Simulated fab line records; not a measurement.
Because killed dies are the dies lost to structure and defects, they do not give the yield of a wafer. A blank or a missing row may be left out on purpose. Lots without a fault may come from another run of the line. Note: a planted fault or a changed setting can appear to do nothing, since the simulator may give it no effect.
fab line records	flow nand-harc
[record] lots = 6	wafers = 18	last-day = 25
route steps=1159 shown P_M2@330 END@1159
lots that met no fault: taken from a fault-free run of the same line
start-h: hours from the record's opening day to when the first of the lot's shown wafers began	wait-h: hours since the lot's step before	" repeats the value in the row above	L1.1+2: a row that stands for several wafers	- either no value or no given start	* or withheld: withheld	< > ~ a bound
route shown NAME@n: a module of which the file shows steps, and the number in the route of the first	usual: mean and standard deviation over wafers with no fault	same: alike in all rows	chamber/n: place in a boat	sites: the reading at each site	_std_site: standard deviation across them	_edge_site: the outer-site mean with the inner-site mean subtracted	radius-mm: how far each site lies from the wafer's centre	mask NAME#n: copy n	behind: the most recent tool/chamber to have shaped the wafer	hold: cause of the lot's hold/its duration in hours/its outcome	device: names the non-switching transistor (n, p or np)	end of line: the same wafers' tests at the end of the route	a step given without rows: its recipe and nothing more	killed: at the first sort, the dies lost to defects and structure; wafer yield is something else	map: a wafer's dies, marking killed ones x, the rest . and places with no die _
set.NAME: the run value of the setting; set.NAME@STEP: its run value at that earlier step	model.NAME: the simulator's own value behind a step, which no gauge read
certain route steps with their lots: each step a table, each wafer a row
services: a tool's chamber out of use, with start hour (start-h, from the record's first day; less than 0 if before it), hours out, and reason
[[steps]]
[step NHARC_P_M2_INSPECT_11]
[usual] raw-defect-count = 3.4/1.8
lot.wafer	tool	chamber	start-h	wait-h	raw-defect-count
L812.1	defect-inspect-02	-	123.10	0.0	2
L812.3	"	-	"	"	4
L812.6	"	-	"	"	2
L813.1	defect-inspect-01	-	124.11	0.0	2
L813.3	"	-	"	"	3
L813.6	"	-	"	"	5
L815.2	defect-inspect-02	-	134.54	0.0	2
L815.3	"	-	"	"	2
L815.5	"	-	"	"	6
L814.3	defect-inspect-02	-	138.60	0.0	4
L814.4	"	-	"	"	6
L814.6	"	-	"	"	5
L821.4	defect-inspect-01	-	169.45	0.0	3
L821.5	"	-	"	"	1
L821.6	"	-	"	"	7
L835.1	defect-inspect-01	-	276.49	0.0	5
L835.2	"	-	"	"	8
L835.5	"	-	"	"	2
[step NHARC_P_M2_DESCUM_14]
[recipe] time-s = 3	o2-flow-sccm = 200	ar-flow-sccm = 0	bias-power-w = 0	chemistry = O2
[usual] drypump-motor-current-A = 5.7/0.42	oes-product-au = 1.000/0.013	rf-vpp-V = 57.8/0.9	showerhead-plenum-p-Torr = 1.91/0.093	throttle-valve-pct = 11.311/0.0088
lot.wafer	tool	chamber	start-h	wait-h	drypump-motor-current-A	oes-product-au	rf-hours-counter-h	rf-vpp-V	showerhead-plenum-p-Torr	throttle-valve-pct
L812.1	rie-diel-06	3	123.16	0.1	6.4	0.984	2	58.8	1.85	11.311
L812.3	"	0	"	"	5.4	1.013	2	57.0	1.83	11.309
L812.6	"	0	"	"	5.4	1.006	-	58.8	1.83	11.311
L813.1	rie-diel-06	0	124.18	0.1	5.4	0.996	2	56.5	1.83	11.302
L813.3	"	1	"	"	6.0	1.001	2	59.8	1.97	11.312
L813.6	"	0	"	"	5.4	0.996	-	57.8	1.83	11.315
L815.2	rie-diel-06	0	134.61	0.1	5.4	0.996	2	57.5	1.83	11.310
L815.3	"	1	"	"	6.0	1.005	2	58.4	1.97	11.311
L815.5	"	0	"	"	5.4	1.003	-	55.6	1.83	11.301
L814.3	rie-diel-06	2	138.67	0.1	5.8	1.003	2	59.4	2.07	11.303
L814.4	"	0	"	"	5.4	1.011	2	58.0	1.83	11.317
L814.6	"	1	"	"	6.0	1.016	-	56.0	1.97	11.299
L821.4	rie-diel-06	2	169.53	0.1	5.8	0.998	4	58.9	2.07	11.309
L821.6	"	3	"	"	6.4	0.976	-	57.9	1.85	11.306
L821.5	"	0	"	"	5.4	0.996	-	57.0	1.83	11.316
L835.1	rie-diel-06	0	276.56	0.1	5.4	1.000	1	57.6	1.82	11.312
L835.2	"	1	"	"	6.0	0.990	1	57.2	1.97	11.319
L835.5	"	0	"	"	5.3	0.989	-	57.2	1.82	11.317
[step NHARC_P_M2_ETCH_35]
[recipe] target-depth-a = 400	overetch-a = 120	time-s = 43.94	ion-energy-ev = 200	n2-flow-sccm = 150	h2-flow-sccm = 150	ar-flow-sccm = 0	rf-w = 400	bias-w = 150	chemistry = N2/H2
[usual] drypump-motor-current-A = 5.8/0.4	h2-flow-sccm = 150.0/0.43	oes-product-au = 1.000/0.013	rf-vpp-V = 430.6/2.9	showerhead-plenum-p-Torr = 2.04/0.1	throttle-valve-pct = 14.172/0.0097
lot.wafer	tool	chamber	start-h	wait-h	drypump-motor-current-A	h2-flow-sccm	oes-product-au	rf-hours-counter-h	rf-vpp-V	showerhead-plenum-p-Torr	throttle-valve-pct
L812.3	rie-diel-06	1	123.26	0.1	6.0	150.4	1.004	2	433.1	2.10	14.171
L812.1	"	2	"	"	5.8	150.2	0.997	2	434.6	2.21	14.153
L812.6	"	0	"	"	5.4	150.2	1.000	-	428.2	1.94	14.174
L813.1	rie-diel-06	0	124.26	0.1	5.4	150.3	1.005	2	427.8	1.94	14.181
L813.3	"	3	"	"	6.4	150.3	0.982	2	428.7	1.97	14.168
L813.6	"	0	"	"	5.4	149.9	0.993	-	426.3	1.94	14.172
L815.3	rie-diel-06	1	134.69	0.1	6.0	150.2	1.000	2	430.5	2.10	14.180
L815.2	"	2	"	"	5.8	149.9	0.996	2	435.0	2.21	14.185
L815.5	"	1	"	"	6.0	150.2	1.001	-	431.0	2.10	14.164
L814.3	rie-diel-06	3	138.75	0.1	6.4	150.0	0.987	2	428.7	1.97	14.177
L814.4	"	0	"	"	5.4	149.4	0.997	2	428.6	1.94	14.174
L814.6	"	2	"	"	5.8	149.5	0.994	-	435.2	2.21	14.176
L821.4	rie-diel-06	3	169.60	0.1	6.4	149.8	0.991	4	428.7	1.97	14.183
L821.6	"	1	"	"	6.0	149.5	1.004	-	432.4	2.10	14.172
L821.5	"	2	"	"	5.8	150.4	1.006	-	435.2	2.21	14.186
L835.1	rie-diel-06	2	276.64	0.1	5.8	150.5	0.995	1	433.6	2.21	14.165
L835.2	"	0	"	"	5.4	150.4	0.994	1	427.4	1.94	14.162
L835.5	"	2	"	"	5.8	149.7	0.999	-	435.0	2.21	14.165
[step NHARC_P_M2_ETCH_15]
[recipe] target-depth-a = 1825	time-s = 91.2	c4f8-flow-sccm = withheld	ar-flow-sccm = 400	rf-w = 600	bias-w = 300	chemistry = C4F8/Ar
[usual] oes-product-au = 0.948/0.023	rf-vpp-V = 441/3.1
lot.wafer	tool	chamber	start-h	wait-h	oes-product-au	rf-hours-counter-h	rf-vpp-V
L812.3	rie-diel-06	0	-	-	0.943	2	438
L812.1	"	1	"	"	0.968	2	441
L812.6	"	0	"	"	0.949	-	438
L813.3	rie-diel-06	1	-	-	0.977	2	441
L813.1	"	0	"	"	0.957	2	437
L813.6	"	1	"	"	0.970	-	441
L815.3	rie-diel-06	2	-	-	0.977	2	446
L815.2	"	1	"	"	0.989	2	444
L815.5	"	3	"	"	0.949	-	438
L814.3	rie-diel-06	0	-	-	0.974	2	439
L814.4	"	1	"	"	0.962	2	441
L814.6	"	0	"	"	0.991	-	438
L821.4	rie-diel-06	0	-	-	0.925	4	439
L821.5	"	2	"	"	0.926	-	445
L821.6	"	3	"	"	0.920	-	438
L835.2	rie-diel-06	3	-	-	0.928	1	438
L835.1	"	2	"	"	0.929	1	448
L835.5	"	3	"	"	0.925	-	440
[step NHARC_P_M2_CD_MEAS_16]
[usual] cd-nm = 170.2/1
lot.wafer	tool	chamber	start-h	wait-h	cd-nm
L812.1	cd-sem-02	-	123.47	-	169.3
L812.3	"	-	"	"	169.6
L812.6	"	-	"	"	169.3
L813.1	cd-sem-01	-	124.48	-	169.4
L813.3	"	-	"	"	169.6
L813.6	"	-	"	"	167.8
L815.2	cd-sem-01	-	134.91	-	167.9
L815.3	"	-	"	"	169.2
L815.5	"	-	"	"	170.2
L814.3	cd-sem-01	-	138.97	-	171.9
L814.4	"	-	"	"	169.1
L814.6	"	-	"	"	169.6
L821.4	cd-sem-02	-	169.82	-	170.4
L821.5	"	-	"	"	169.2
L821.6	"	-	"	"	167.8
L835.1	cd-sem-01	-	276.86	-	170.8
L835.2	"	-	"	"	172.0
L835.5	"	-	"	"	171.2
[step NHARC_P_M2_STRIP_18]
[recipe] power-w = 1000	n2-flow-sccm = 150	h2-flow-sccm = 150	ar-flow-sccm = 0	bias-w = 0	chemistry = N2/H2
[step NHARC_P_M2_ETCH_28]
[recipe] target-depth-a = 300	over-etch-frac = 0.3	time-s = 72.99	ion-energy-ev = 150	cf4-flow-sccm = 50	n2-flow-sccm = 100	ar-flow-sccm = 150	rf-w = 300	bias-w = 100	chemistry = CF4/N2
[usual] drypump-motor-current-A = 5.8/0.38	oes-product-au = 1.000/0.012	rf-vpp-V = 314.2/2	showerhead-plenum-p-Torr = 2.63/0.12	throttle-valve-pct = 19.795/0.0091
lot.wafer	tool	chamber	start-h	wait-h	drypump-motor-current-A	oes-product-au	rf-hours-counter-h	rf-vpp-V	showerhead-plenum-p-Torr	throttle-valve-pct
L812.1	rie-diel-06	0	-	-	5.4	1.001	2	312.2	2.51	19.803
L812.3	"	3	"	"	6.4	0.984	2	312.2	2.54	19.799
L812.6	"	0	"	"	5.4	1.005	-	313.6	2.51	19.797
L813.3	rie-diel-12	1	-	-	5.5	0.976	17	312.1	2.52	19.791
L813.1	"	2	"	"	5.7	0.996	17	314.1	2.57	19.798
L813.6	"	2	"	"	5.7	0.990	-	313.2	2.57	19.797
L815.2	rie-diel-06	1	-	-	6.0	1.012	2	315.5	2.70	19.811
L815.3	"	3	"	"	6.4	0.990	2	312.2	2.54	19.805
L815.5	"	0	"	"	5.4	1.004	-	311.0	2.51	19.814
L814.4	rie-diel-06	3	-	-	6.5	0.989	2	313.6	2.54	19.790
L814.3	"	1	"	"	6.1	0.998	2	315.8	2.70	19.791
L814.6	"	3	"	"	6.4	0.983	-	313.9	2.54	19.796
L821.4	rie-diel-06	3	-	-	6.5	0.992	4	314.3	2.54	19.784
L821.6	"	3	"	"	6.4	0.989	-	312.5	2.54	19.792
L821.5	"	0	"	"	5.4	1.003	-	311.5	2.51	19.785
L835.1	rie-diel-06	3	-	-	6.4	1.006	1	312.5	2.54	19.797
L835.2	"	0	"	"	5.4	1.000	1	313.0	2.51	19.788
L835.5	"	0	"	"	5.4	0.991	-	311.7	2.51	19.799
[step NHARC_P_M2_STRIP_19]
[recipe] time-s = 600	temp-c = 30	chemistry = post-etch-residue-remover
[step NHARC_P_M2_DEGAS_29]
[recipe] temp-c = 250	time-s = 60
[usual] heater-power-w = 324/22	susceptor-temp-C = 250.03/0.16
lot.wafer	tool	chamber	start-h	wait-h	heater-power-w	susceptor-temp-C
L812.1	pvd-sputter-02	-	124.18	-	332	250.09
L812.3	"	-	"	"	320	249.98
L812.6	"	-	"	"	334	250.08
L813.3	pvd-sputter-03	-	125.19	-	340	249.83
L813.1	"	-	"	"	292	249.60
L813.6	"	-	"	"	280	250.01
L815.2	pvd-sputter-02	-	135.64	-	315	250.06
L815.3	"	-	"	"	329	249.97
L815.5	"	-	"	"	328	250.05
L814.3	pvd-sputter-01	-	139.68	-	316	250.11
L814.4	"	-	"	"	316	250.02
L814.6	"	-	"	"	348	249.87
L821.4	pvd-sputter-02	-	170.55	-	319	249.97
L821.5	"	-	"	"	309	249.98
L821.6	"	-	"	"	329	250.17
L835.1	pvd-sputter-01	-	277.58	-	305	-
L835.2	"	-	"	"	345	-
L835.5	"	-	"	"	359	-
[step NHARC_P_M2_PRE_CLEAN_30]
[recipe] time-s = 30	temp-c = 280	gas = H2/He
[step NHARC_P_M2_PVD_20]
[recipe] target-thk-a = 50	bias-v = 168.6	power-w = 15000	chamber-pressure-pa = 0.12	time-s = 8.06	substrate-temp-c = 50	material = TaN
[step NHARC_P_M2_PVD_21]
[recipe] target-thk-a = 300	chamber-pressure-pa = 5	power-w = 5000	substrate-temp-c = 30	time-s = 20.49	material = Cu
[step NHARC_P_M2_ECD_22]
[recipe] target-thk-a = 4000	bath-temp-c = 25	material = Cu
[usual] bath-heat-duty-pct = 6.6/0.56
lot.wafer	tool	chamber	start-h	wait-h	bath-heat-duty-pct
L812.1	ecd-cu-02	1	124.59	-	6.7
L812.3	"	1	"	"	6.3
L812.6	"	0	"	"	6.9
L813.1	ecd-cu-02	0	125.55	-	7.2
L813.3	"	1	"	"	6.9
L813.6	"	0	"	"	7.3
L815.2	ecd-cu-02	0	136.00	-	7.0
L815.3	"	0	"	"	7.1
L815.5	"	0	"	"	7.5
L815.2	ecd-cu-02	0	136.83	0.8	6.7
L815.3	"	0	"	"	6.6
L815.5	"	0	"	"	6.8
L814.4	ecd-cu-01	1	140.14	-	5.9
L814.3	"	0	"	"	6.4
L814.6	"	1	"	"	5.9
L821.4	ecd-cu-01	1	171.21	-	6.6
L821.5	"	0	"	"	6.6
L821.6	"	1	"	"	6.1
L821.4	ecd-cu-01	1	172.44	1.2	6.0
L821.5	"	0	"	"	6.5
L821.6	"	1	"	"	5.7
L835.2	ecd-cu-02	0	277.95	-	6.0
L835.1	"	1	"	"	7.0
L835.5	"	0	"	"	7.1
[step NHARC_P_M2_ANNEAL_31]
[recipe] temp-c = 225	time-s = 90
[step NHARC_P_M2_CMP_23]
[recipe] t-overpolish-s = 20	target-thk-nm = 144.3
[usual] motor-current-A = 11.5/1.2	time-to-endpoint-s = 29/3.4
lot.wafer	tool	chamber	start-h	wait-h	motor-current-A	time-to-endpoint-s
L812.3	cmp-03	2	125.31	-	11.4	28
L812.1	"	3	"	"	10.3	25
L812.6	"	1	"	"	11.4	34
L813.3	cmp-01	2	126.27	-	15.2	27
L813.1	"	1	"	"	10.7	27
L813.6	"	3	"	"	11.2	33
L815.3	cmp-02	2	137.79	-	10.6	54
L815.2	"	3	"	"	11.3	57
L815.5	"	1	"	"	10.7	51
L814.4	cmp-03	0	140.76	-	12.3	27
L814.3	"	3	"	"	10.2	26
L814.6	"	1	"	"	11.3	33
L821.4	cmp-02	3	173.12	-	11.8	61
L821.6	"	1	"	"	11.3	57
L821.5	"	2	"	"	10.3	61
L835.2	cmp-02	2	278.73	-	10.4	28
L835.1	"	3	"	"	11.9	29
L835.5	"	1	"	"	11.0	26
[step NHARC_P_M2_THK_MEAS_24]
[recipe] thk-meas-gauge = xrf
[usual] thk-nm = 144.1/1.7
lot.wafer	tool	chamber	start-h	wait-h	thk-nm
L812.1	film-metro-02	-	125.57	-	143.4
L812.3	"	-	"	"	141.6
L812.6	"	-	"	"	144.4
L813.1	film-metro-02	-	126.59	-	143.8
L813.3	"	-	"	"	143.1
L813.6	"	-	"	"	146.2
L815.2	film-metro-02	-	138.08	-	145.7
L815.3	"	-	"	"	143.8
L815.5	"	-	"	"	143.9
L814.3	film-metro-01	-	141.08	-	140.9
L814.4	"	-	"	"	141.0
L814.6	"	-	"	"	143.0
L821.4	film-metro-02	-	173.37	-	145.3
L821.5	"	-	"	"	143.9
L821.6	"	-	"	"	144.3
L835.1	film-metro-01	-	278.98	-	143.6
L835.2	"	-	"	"	145.4
L835.5	"	-	"	"	143.5
[step NHARC_END_SORT_01]
[recipe] temp-c = 25
[usual] defect-limited-yield = 95.6/1.5	killed-at-array = 27/10	killed-at-other = 0.6/0.83	killed-at-periphery = 2.4/1.8	killed-dies = 30/10	killed-open = 3.3/1.7	killed-short = 1.8/1.4	sort_bin_2_pct = 1.3/0.69	sort_bin_3_pct = 0.25/0.24	sort_bin_4_pct = 2.8/0.94	sort-n-pass = 647/10	sort-rim-yield-pct = 96.7/2.1	sort-yield-pct = 95.6/1.5
[same] gross-dies = 677	sort_bin_5_pct[%] = 0	sort_bin_6_pct[%] = 0	sort_bin_7_pct[%] = 0	sort_bin_8_pct[%] = 0	sort-rim-n-gross = 106.00
lot.wafer	tool	chamber	start-h	wait-h	defect-limited-yield[%]	killed-at-array	killed-at-other	killed-at-periphery	killed-dies	killed-open	killed-short	sort_bin_2_pct[%]	sort_bin_3_pct[%]	sort_bin_4_pct[%]	sort-n-pass	sort-rim-yield-pct[%]	sort-yield-pct[%]
L813.1	prober-01	0	444.78	2.5	96.5	22	0	2	24	3	4	1.0	0.44	2.1	653	97.2	96.5
L813.3	prober-01	0	446.38	3.1	96.9	19	0	2	21	2	1	0.6	0.15	2.4	656	97.2	96.9
L813.6	prober-01	0	448.77	4.0	94.5	31	1	5	37	1	5	1.8	0.30	3.4	640	98.1	94.5
L812.1	prober-01	0	452.57	2.5	96.8	21	0	1	22	2	1	0.7	0.15	2.4	655	99.1	96.8
L812.3	prober-01	0	454.18	3.1	96.5	19	2	3	24	2	1	1.3	0.44	1.8	653	98.1	96.5
L812.6	prober-01	0	456.59	4.0	97.6	13	0	3	16	2	2	0.9	0	1.5	661	97.2	97.6
L821.4	prober-01	0	482.43	3.4	94.7	36	0	0	36	2	1	1.3	0.59	3.4	641	92.5	94.7
L821.5	prober-01	0	483.22	3.7	95.0	30	0	4	34	2	2	1.3	0	3.7	643	98.1	95.0
L821.6	prober-01	0	484.01	4.0	94.5	33	0	4	37	1	1	1.3	0.30	3.8	640	99.1	94.5
// killed by level:class
L813.1 A_CHANNEL_HOLE_D1:chamber-film-flake=11 A_SLIT:chamber-film-flake=3 A_CONTACT:geometric-particle:open=2 P_CONTACT:geometric-particle:open=1 P_M0:geometric-particle:short=1 A_ONON_D1:geometric-particle:short=1 A_CHANNEL_FILL_D1:geometric-particle:short=1 A_WL_FILL:geometric-particle:short=1
L813.3 A_CHANNEL_HOLE_D1:chamber-film-flake=9 A_SLIT:chamber-film-flake=6 P_CONTACT:geometric-particle:short=1 A_SOURCE_PLATE:geometric-particle:open=1 A_WL_FILL:geometric-particle:open=1 P_STI:chamber-film-flake=1 A_ZERO_WELL:chamber-film-flake=1 A_CONTACT:chamber-film-flake=1
L813.6 A_CHANNEL_HOLE_D1:chamber-film-flake=14 A_SLIT:chamber-film-flake=8 A_CONTACT:chamber-film-flake=3 P_BONDPAD:chamber-film-flake=2 P_M0:geometric-particle:short=1 P_M1:geometric-particle:short=1 A_ONON_D1:geometric-particle:short=1 A_ONON_D1:geometric-particle:open=1
L812.1 A_CHANNEL_HOLE_D1:chamber-film-flake=9 A_STAIRCASE:chamber-film-flake=6 A_CHANNEL_FILL_D1:chamber-film-flake=2 P_GATE:geometric-particle:open=1 A_SOURCE_PLATE:geometric-particle:short=1 A_WL_FILL:geometric-particle:open=1 A_SLIT:chamber-film-flake=1 A_CONTACT:chamber-film-flake=1
L812.3 A_CHANNEL_HOLE_D1:chamber-film-flake=9 A_STAIRCASE:chamber-film-flake=5 A_CHANNEL_FILL_D1:chamber-film-flake=2 THIN_TSV:chamber-film-flake=2 P_M1:geometric-particle:short=1 A_CHANNEL_FILL_D1:geometric-particle:open=1 A_BLC:geometric-particle:open=1 P_GATE:chamber-film-flake=1
L812.6 A_CHANNEL_HOLE_D1:chamber-film-flake=5 A_STAIRCASE:chamber-film-flake=3 A_CHANNEL_FILL_D1:chamber-film-flake=2 P_CONTACT:geometric-particle:open=1 P_M0:geometric-particle:open=1 A_SOURCE_PLATE:geometric-particle:short=1 A_CHANNEL_FILL_D1:geometric-particle:short=1 P_BONDPAD:chamber-film-flake=1
L821.4 A_CHANNEL_HOLE_D1:chamber-film-flake=17 A_SLIT:chamber-film-flake=12 A_STAIRCASE:chamber-film-flake=2 A_SGD_CUT:geometric-particle:open=1 A_M0:geometric-particle:short=1 A_M0:geometric-particle:open=1 A_ZERO_WELL:chamber-film-flake=1 A_CONTACT:chamber-film-flake=1
L821.5 A_CHANNEL_HOLE_D1:chamber-film-flake=13 A_SLIT:chamber-film-flake=12 A_STAIRCASE:chamber-film-flake=2 P_CONTACT:geometric-particle:open=1 P_M0:geometric-particle:open=1 A_CHANNEL_HOLE_D1:geometric-particle:short=1 A_M0:geometric-particle:short=1 P_M1:chamber-film-flake=1
L821.6 A_CHANNEL_HOLE_D1:chamber-film-flake=17 A_SLIT:chamber-film-flake=6 A_STAIRCASE:chamber-film-flake=4 A_CHANNEL_FILL_D1:chamber-film-flake=3 A_CONTACT:geometric-particle:open=1 A_BLC:geometric-particle:short=1 P_ZERO_WELL:chamber-film-flake=1 P_STI:chamber-film-flake=1
[[services]]
tool	chamber	start-h	hours	kind
pvd-sputter-03	-	102.00	10.0	pm
cmp-01	-	107.82	1.8	repair
cmp-03	-	109.78	1.0	repair
ecd-cu-01	-	111.60	0.4	repair
rie-diel-12	3	111.95	6.8	repair
cmp-03	-	125.88	1.2	repair
cmp-02	-	128.66	4.0	pm
cmp-03	-	156.00	4.0	pm
pvd-sputter-01	-	158.00	10.0	pm
rie-diel-12	3	170.63	10.5	repair
cmp-01	-	179.66	4.0	pm
ecd-cu-02	-	187.25	8.0	pm
rie-diel-06	-	188.85	0.9	repair
cmp-03	-	203.62	3.3	repair
cmp-03	-	213.42	2.3	repair
pvd-sputter-02	-	214.00	10.0	pm
rie-diel-06	0	223.46	7.6	repair
cmp-02	-	226.66	4.0	pm
rie-diel-06	-	241.20	9.0	pm
cmp-03	-	254.00	4.0	pm
pvd-sputter-02	-	259.86	11.5	repair
pvd-sputter-01	-	265.69	5.6	repair
cmp-03	-	269.83	1.2	repair
ecd-cu-01	-	272.04	8.0	pm
[[key]]
[first-sign] step = NHARC_P_M2_ECD_22	reading = visit	direction = added
[effect] step = NHARC_P_M2_CMP_23	reading = time-to-endpoint-s	direction = up	sigmas = 8.1	usual = *	struck = *
met-at NHARC_P_M2_ECD_22
struck-wafers L815.2,L815.3,L815.5,L821.4,L821.5,L821.6
[fault] kind = repeated-step-whole	tool = ecd-cu-01,ecd-cu-02	chamber = -	onset-h = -	steps = NHARC_P_M2_ECD_22	times = 1	scope = struck-lots-only
